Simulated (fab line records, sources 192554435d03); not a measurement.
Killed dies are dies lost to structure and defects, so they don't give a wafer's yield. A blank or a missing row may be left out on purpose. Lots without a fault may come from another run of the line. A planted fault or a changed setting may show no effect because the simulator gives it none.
Which tool did it? | flow n5_finfet | 12 lots, 36 wafers sampled, at 1 step of a route of 1938

WHAT THE GAUGES READ, wafer by wafer
N5_ZERO_LAYER_CD_MEAS_11: target cd 2000 nm.
lot  | measured    | on        | cd_nm (nm)
L075 | day 1 18:38 | cd_sem-01 | 2003.3 2000.3 1999.6
L077 | day 2 06:47 | cd_sem-03 | 1999.0 2000.7 1999.7
L079 | day 2 18:46 | cd_sem-03 | 2002.8 2007.0 2002.3
L081 | day 3 06:46 | cd_sem-02 | 1998.8 2001.4 2000.3
L083 | day 3 18:47 | cd_sem-03 | 1999.2 2001.1 1999.5
L085 | day 4 06:46 | cd_sem-02 | 1999.7 2000.3 2003.5
L087 | day 4 18:46 | cd_sem-03 | 2002.1 2002.1 2005.8
L089 | day 5 06:46 | cd_sem-03 | 2000.4 2002.8 1998.9
L091 | day 5 18:40 | cd_sem-01 | 1998.7 1996.6 1999.9
L093 | day 6 06:40 | cd_sem-03 | 2000.5 1999.9 2000.6
L095 | day 6 18:39 | cd_sem-01 | 2003.5 2004.9 2001.9
L097 | day 7 06:41 | cd_sem-02 | 2002.8 2000.2 2001.6

WHICH TOOL RAN EACH LOT (tool, then ch and the chambers of the sampled wafers, then the start)
The record holds no process step before these readings.

THE ANSWER, worked out from the rows above alone
Rule: what is usual is taken from the lots themselves. Put in order of their means at a reading, lots are off if they are a third of the lots or fewer, leave a main group of 4 or more, and stand apart from it by a gap of 3 or more times the standard deviation of the main group's means; of several such gaps the widest counts. A main group whose means are all the same, to the digits that the tables above print for the reading, isn't used. A lot without any number at a reading at which 4 lots or more have one is off too. The other lots that the step has rows for count as sound.
No lot is off at any reading shown: from this, nothing can be told.

WHAT THE SIMULATOR HAD PUT IN
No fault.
